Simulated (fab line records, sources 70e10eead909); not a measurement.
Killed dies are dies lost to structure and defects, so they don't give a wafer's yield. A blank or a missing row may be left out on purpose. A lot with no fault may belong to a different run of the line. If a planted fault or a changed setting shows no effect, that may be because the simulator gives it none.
Matching of chambers ; flow nandHarc ; rieDiel-12 running NHARC_THIN_TSV_ETCHBACK_48: 4 sister chambers
The step etches the open film in C4F8/Ar, target depth 1028.5 nm, time 405.17 s. 4 wafers are shown with their chamber, then 7 later ones without.

EACH WAFER AND ITS CHAMBER
wafer;chamber;rfVppV (V)
L824.5;1;550
L833.2;0;542
L836.1;3;551
L836.2;2;551

WAFERS WITH NO CHAMBER GIVEN
wafer;rfVppV (V)
L836.6;553
L843.1;541
L843.3;552
L843.4;553
L845.3;552
L845.4;541
L845.5;541

THE CHAMBER EACH PASSED THROUGH
wafer;from the rows above;in truth
L836.6;can't be placed: 2 or 3 or 1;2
L843.1;0;0
L843.3;can't be placed: 2 or 3 or 1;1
L843.4;can't be placed: 2 or 3 or 1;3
L845.3;can't be placed: 2 or 3 or 1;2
L845.4;0;0
L845.5;0;0
Placed correctly: 3 of 7. Not placeable from these rows: 4 (in 4, the candidates include the true chamber). Wrongly placed: 0.
How it was worked out, from the rows above alone: a wafer's distance from a chamber is the root of the sum, over the readings, of the square of ((its reading less the chamber's mean) divided by the reading's scatter). The wafer belongs to the nearest chamber; if the next one is less than 2 further off, it can't be placed. The mean given for a chamber averages the wafers shown for that chamber. The scatter: with one shown wafer a chamber, the root of the mean of the squares of how far each hidden wafer lies from its nearest shown one.
